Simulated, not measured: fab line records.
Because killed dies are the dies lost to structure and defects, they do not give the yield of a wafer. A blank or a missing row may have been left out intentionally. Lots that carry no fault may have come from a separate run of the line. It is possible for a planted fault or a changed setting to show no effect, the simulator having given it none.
One fault seen from 3 desks    flow n5_finfet    what lay behind the numbers comes last; until then each desk has only its own

METROLOGY DESK
What the gauges read, lot by lot, whatever tool the lot ran on: means of the sampled wafers that have a number. If a lot's mean is further than 4 standard deviations from the usual mean, the lot is out of limits and carries the mark OUT (the distance appears in the brackets). It has 11 readings, of which 7 appear: the earliest out of limits, and the ones furthest out on some lot.
Columns: A = thk_nm at N5_BEOL_M0_SAQP_THK_MEAS_05, usual 59.8 nm; B = DIBL_N at N5_BEOL_M4_RC_MEAS_101, usual 35.0 mV/V; C = DIBL_P at N5_BEOL_M4_RC_MEAS_101, usual 35.4 mV/V; D = IOFF_N at N5_BEOL_M4_RC_MEAS_101, usual 0.14 nA/um; E = IOFF_P at N5_BEOL_M4_RC_MEAS_101, usual 0.20 nA/um; F = SS_N at N5_BEOL_M4_RC_MEAS_101, usual 71.2 mV/dec; G = SS_P at N5_BEOL_M4_RC_MEAS_101, usual 73.1 mV/dec
lot   first seen here  A               B     C     D     E     F     G
L680  day 5 23:23      60.2            35.6  34.3  0.16  0.21  71.6  73.4
L682  day 6 11:57      61.0            40.7  43.0  0.27  0.34  72.8  75.1
L683  day 6 15:49      60.5            34.7  34.8  0.16  0.21  71.2  73.0
L685  day 7 03:02      60.4            36.3  36.3  0.15  0.23  71.3  73.5
L687  day 7 17:19      60.6            33.9  35.0  0.12  0.17  71.6  72.8
L695  day 9 18:15      81.0 (+24) OUT  34.4  36.0  0.14  0.20  71.6  73.3
L696  day 10 00:00     59.7            37.5  39.3  0.20  0.28  72.0  73.9
L699  day 10 17:43     59.4            35.1  36.3  0.12  0.18  71.8  72.6
This desk's finding: out of limits on L695; first on L695, day 9 18:15 (thk_nm at N5_BEOL_M0_SAQP_THK_MEAS_05). In limits: L680, L682, L683, L685, L687, L696, L699.

THE DEFECT DESK
Lot by lot, what the route's inspections counted, given as the mean of those sampled wafers with a number. If a lot's mean is further than 4 standard deviations from the usual mean, the lot is out of limits and carries the mark OUT (the distance appears in the brackets).
Columns: A = raw_defect_count at N5_BEOL_M0_SAQP_INSPECT_42, usual 287
lot   first seen here  A
L680  day 6 05:03      210
L682  day 6 16:22      318
L683  day 6 20:46      336
L685  day 7 08:39      335
L687  day 7 22:41      250
L695  day 9 22:49      1104 (+11) OUT
L696  day 10 05:08     209
L699  day 10 21:55     188
This desk's finding: out of limits on L695; first on L695, day 9 22:49 (raw_defect_count at N5_BEOL_M0_SAQP_INSPECT_42). In limits: L680, L682, L683, L685, L687, L696, L699.

DESK OF THE TOOL OWNER: pecvd-03
The tool's own readings at N5_BEOL_M0_SAQP_PECVD_04 (deposits a-Si from SiH4/He, target thk 60 nm, time 60.2 s): means of the sampled wafers that have a number, for each lot that ran on this tool. If a lot's mean is further than 4 standard deviations from the usual mean, the lot is out of limits and carries the mark OUT (the distance appears in the brackets).
Columns: A = heater_power_w at N5_BEOL_M0_SAQP_PECVD_04, usual 634 W; B = showerhead_plenum_p_Torr at N5_BEOL_M0_SAQP_PECVD_04, usual 5.68 Torr; C = throttle_valve_pct at N5_BEOL_M0_SAQP_PECVD_04, usual 18.1 %
lot   first seen here  A    B     C
L680  day 5 23:17      510  5.62  17.6
L682  day 6 11:51      571  5.62  17.4
L683  day 6 15:45      607  5.65  18.1
L685  day 7 02:55      549  5.63  17.7
L695  day 9 18:10      600  5.67  18.8
This desk found nothing out of limits on any of the 5 lots.

PUT TOGETHER
An alarm was possible from the metrology desk at day 9 18:15, on L695.
The defect desk could have raised an alarm at day 9 22:49, on L695.
The tool owner's desk saw nothing out of limits.
The tool owner's desk has L695 on record, within its limits.
The lots listed all ran N5_BEOL_M0_SAQP_PECVD_04 on pecvd-03.

WHAT HAD BEEN PUT IN BY THE SIMULATOR
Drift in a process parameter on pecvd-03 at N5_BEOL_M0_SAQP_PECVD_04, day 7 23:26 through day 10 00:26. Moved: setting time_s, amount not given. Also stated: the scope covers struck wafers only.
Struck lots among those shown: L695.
Hours from the fault's start to each desk's first reading out of limits: the metrology desk, 43; the defect desk, 47.
